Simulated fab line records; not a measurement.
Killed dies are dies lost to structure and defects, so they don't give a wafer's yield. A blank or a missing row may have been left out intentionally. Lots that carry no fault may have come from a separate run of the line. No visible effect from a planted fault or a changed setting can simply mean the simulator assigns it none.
Matching of chambers || flow n5Finfet || 3 sister chambers for N5_BEOL_M2_DEP_57 on pecvd-04
The step deposits SiCN from 3MS/NH3, target thk 8 nm, time 14 s. 3 wafers are shown with their chamber, then 9 later ones without.

== WAFERS PAIRED WITH THEIR CHAMBERS ==
{"wafer": "L086.4", "chamber": 1, "showerheadPlenumPTorr (Torr)": 3.666}
{"wafer": "L086.5", "chamber": 0, "showerheadPlenumPTorr (Torr)": 3.657}
{"wafer": "L086.6", "chamber": 2, "showerheadPlenumPTorr (Torr)": 3.639}

== WAFERS MISSING THEIR CHAMBER ==
{"wafer": "L096.3", "showerheadPlenumPTorr (Torr)": 3.637}
{"wafer": "L096.5", "showerheadPlenumPTorr (Torr)": 3.638}
{"wafer": "L096.6", "showerheadPlenumPTorr (Torr)": 3.674}
{"wafer": "L097.1", "showerheadPlenumPTorr (Torr)": 3.678}
{"wafer": "L097.2", "showerheadPlenumPTorr (Torr)": 3.662}
{"wafer": "L097.3", "showerheadPlenumPTorr (Torr)": 3.643}
{"wafer": "L097.4", "showerheadPlenumPTorr (Torr)": 3.670}
{"wafer": "L097.5", "showerheadPlenumPTorr (Torr)": 3.663}
{"wafer": "L097.6", "showerheadPlenumPTorr (Torr)": 3.645}

== EACH ONE'S CHAMBER ==
{"wafer": "L096.3", "from the rows above": 2, "in truth": 2}
{"wafer": "L096.5", "from the rows above": 2, "in truth": 2}
{"wafer": "L096.6", "from the rows above": "can't be placed: 1 or 0", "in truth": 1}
{"wafer": "L097.1", "from the rows above": "can't be placed: 1 or 0", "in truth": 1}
{"wafer": "L097.2", "from the rows above": "can't be placed: 1 or 0", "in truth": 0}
{"wafer": "L097.3", "from the rows above": "can't be placed: 2 or 0", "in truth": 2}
{"wafer": "L097.4", "from the rows above": "can't be placed: 1 or 0", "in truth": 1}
{"wafer": "L097.5", "from the rows above": "can't be placed: 1 or 0", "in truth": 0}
{"wafer": "L097.6", "from the rows above": "can't be placed: 2 or 0", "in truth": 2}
2 of 9 placed correctly. Cannot be placed on the basis of these rows: 7; the candidates contain the true chamber in 7. Wrongly placed: 0.
How it was worked out, from the rows above alone: a wafer's distance from a chamber is the root of the sum, over the readings, of the square of ((its reading less the chamber's mean) divided by the reading's scatter). The wafer belongs to the nearest chamber; if the next one is less than 2 further off, it can't be placed. A chamber's mean is the mean of its shown wafers. The scatter: root of mean squared gap, hidden wafer to nearest shown wafer, with one shown wafer a chamber.
